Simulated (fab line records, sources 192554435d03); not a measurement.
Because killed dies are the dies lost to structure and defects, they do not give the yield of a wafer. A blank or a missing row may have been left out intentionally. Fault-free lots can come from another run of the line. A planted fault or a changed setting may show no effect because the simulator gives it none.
fab line records	flow n5_finfet
[record] lots = 7	wafers = 21
route steps=1938 shown BEOL_M15@1820 PASSIVATION@1916
start_h: the number of hours between the record's first day and the start of the first shown wafer of the lot	wait_h: hours from the lot's prior step to this one	" identical to the entry in the row above	L1.1+2: a row that stands for several wafers	- no value, or no start was given	* or withheld: withheld	< > ~ a bound
route shown NAME@n: a module of which the file shows steps, and the number in the route of the first	usual: average and standard deviation across the fault-free wafers	same: alike in all rows	chamber/n: place in a boat	sites: the reading at each site	_std_site: standard deviation across them	_edge_site: inner sites' mean taken away from outer sites' mean	radius_mm: for every site, how far away it sits from the centre of the wafer	mask NAME#n: copy n	behind: the tool/chamber that last shaped the wafer	hold: reason for holding the lot/hours on hold/outcome of the hold	device: names the non-switching transistor (n, p or np)	end of line: tests run on the same wafers once the route is complete	for a step that has no rows: nothing shown but its recipe	killed: dies lost to structure and defects at the first sort, not the wafer's yield	map: the dies of a wafer, with x for killed, . for not killed, _ for no die there
set.NAME: the run value of the setting; set.NAME@STEP: its run value at that earlier step	model.NAME: the simulator's own value behind a step, which no gauge read
lots with deliberately changed settings; one table per step, one row per wafer
[[steps]]
[step N5_BEOL_M15_SPUTTER_44]
[recipe] material = Ta	target_thk_a = 150	temp_c = 50	bias_v = 80	power_w = 15000	chamber_pressure_pa = 0.07	time_s = 24.19
lot.wafer	tool	chamber	start_h	wait_h	set.power_w	model.Ta_of_BEOL_M15_SPUTTER_44.thk_nm
L074.2	pvd_sputter-01	-	252.79	0.0	15000	14.8
L074.3	"	-	"	"	13120	13
L074.4	"	-	"	"	13120	13.2
L076.1+3	pvd_sputter-01	-	270.09	0.0	12750	12.8
L076.6	"	-	"	"	15000	15
L082.1	pvd_sputter-01	-	304.55	0.0	16390	16.4
L082.4	"	-	"	"	16390	16.2
L082.5	"	-	"	"	15000	15
L086.2	pvd_sputter-01	-	327.50	0.0	17660	17.6
L086.5+6	"	-	"	"	15000	15
L095.2+5	pvd_sputter-03	-	362.72	0.0	15000	15.2
L095.4	"	-	"	"	15000	15
L094.2+4	pvd_sputter-01	-	373.37	0.0	15000	15
L094.3	"	-	"	"	15000	15.2
L097.1	pvd_sputter-03	-	393.29	0.0	15000	15
L097.3+6	"	-	"	"	16320	16.4
[step N5_PASSIVATION_PECVD_35]
[recipe] material = SiNx	target_thk_a = 7000	temp_c = 400	precursor = SiH4/NH3/N2	pressure_torr = 4.9	rf_w = 1406	time_s = 151.3
lot.wafer	tool	chamber	start_h	wait_h	set.time_s	model.SiNx_of_PASSIVATION_PECVD_35.thk_nm
L074.2	pecvd-04	0	265.26	0.1	151.3	690.2
L074.3	"	2	"	"	151.3	692.2
L074.4	"	1	"	"	151.3	699.6
L076.1	pecvd-04	2	280.17	0.1	151.3	692
L076.3	"	1	"	"	168.7	782
L076.6	"	1	"	"	168.7	786.2
L082.1	pecvd-04	1	316.67	0.1	151.3	691.6
L082.4	"	2	"	"	151.3	707.8
L082.5	"	0	"	"	131.6	608.8
L086.2	pecvd-01	1	339.11	0.1	151.3	714.6
L086.5	"	2	"	"	151.3	721.2
L086.6	"	0	"	"	151.3	708.6
L095.2	pecvd-04	2	376.31	0.1	151.3	689.6
L095.4	"	0	"	"	151.3	698
L095.5	"	1	"	"	151.3	698.6
L094.2	pecvd-01	0	382.87	0.1	151.3	703
L094.3	"	1	"	"	151.3	711.4
L094.4	"	2	"	"	151.3	720.4
L097.1	pecvd-04	1	408.08	0.1	151.3	701.4
L097.3	"	2	"	"	139	640.8
L097.6	"	2	"	"	139	654.4
[[key]]
[split] step = N5_BEOL_M15_SPUTTER_44	setting = power_w	stated = 15000	by = wafer
[response] step = N5_BEOL_M15_SPUTTER_44	reading = model.Ta_of_BEOL_M15_SPUTTER_44.thk_nm	change = +0.145	per = 1%	r = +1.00
[split] step = N5_PASSIVATION_PECVD_35	setting = time_s	stated = 151.3	by = wafer
[response] step = N5_PASSIVATION_PECVD_35	reading = model.SiNx_of_PASSIVATION_PECVD_35.thk_nm	change = +7.29	per = 1%	r = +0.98
